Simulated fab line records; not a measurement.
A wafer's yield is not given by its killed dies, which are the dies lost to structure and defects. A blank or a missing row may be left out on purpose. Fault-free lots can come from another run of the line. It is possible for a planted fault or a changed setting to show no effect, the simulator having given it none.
Matching of chambers    flow nand_harc    cmp-03 running NHARC_P_CONTACT_CMP_01: 4 sister chambers
The step polishes SiO2, target thk 200 nm. 16 wafers are shown with their chamber, then 8 later ones without.

== WAFERS PAIRED WITH THEIR CHAMBERS ==
wafer   chamber  motor_current_A (A)
L074.1  3        10.6
L074.5  2        11.6
L074.6  3        11.6
L076.3  1        12.0
L076.4  0        11.5
L076.5  2        12.2
L078.2  3        11.7
L078.4  1        11.8
L078.5  3        11.9
L083.1  1        11.3
L083.2  2        11.9
L083.5  0        11.2
L082.2  0        11.5
L082.3  3        11.9
L082.6  1        12.1
L085.1  3        11.1

SIGNATURES (averages over the wafers above)
reading          chamber 0  chamber 1  chamber 2  chamber 3  scatter within a chamber
motor_current_A  11.400     11.800     11.900     11.467     0.403
Rule: for each reading, subtract the chamber's mean from the wafer's reading, divide by that reading's scatter and square the result; add these up over the readings and take the root, which gives the wafer's distance from the chamber. If the next closest chamber is less than 2 further off than the closest, the wafer can't be placed; otherwise it belongs to the closest. The scatter is the square root of a quotient: the sum, over the shown wafers, of each reading's squared deviation from its chamber's mean, divided by wafers minus chambers.

== WAFERS WITHOUT THEIR CHAMBER ==
wafer   motor_current_A (A)
L085.3  11.1
L085.4  11.2
L088.2  12.0
L088.3  11.5
L088.6  11.8
L092.2  11.1
L092.4  12.2
L092.5  11.8

== WHICH CHAMBER EACH ONE RAN IN ==
wafer   from the rows above                in truth
L085.3  can't be placed: 0 or 3 or 1 or 2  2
L085.4  can't be placed: 0 or 3 or 1 or 2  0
L088.2  can't be placed: 2 or 1 or 3 or 0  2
L088.3  can't be placed: 3 or 0 or 1 or 2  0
L088.6  can't be placed: 1 or 2 or 3 or 0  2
L092.2  can't be placed: 0 or 3 or 1 or 2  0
L092.4  can't be placed: 2 or 1 or 3 or 0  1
L092.5  can't be placed: 1 or 2 or 3 or 0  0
Correctly placed: 0 of 8. Unplaceable from these rows: 8, with the true chamber sitting among the candidates in 8. Number placed wrongly: 0.
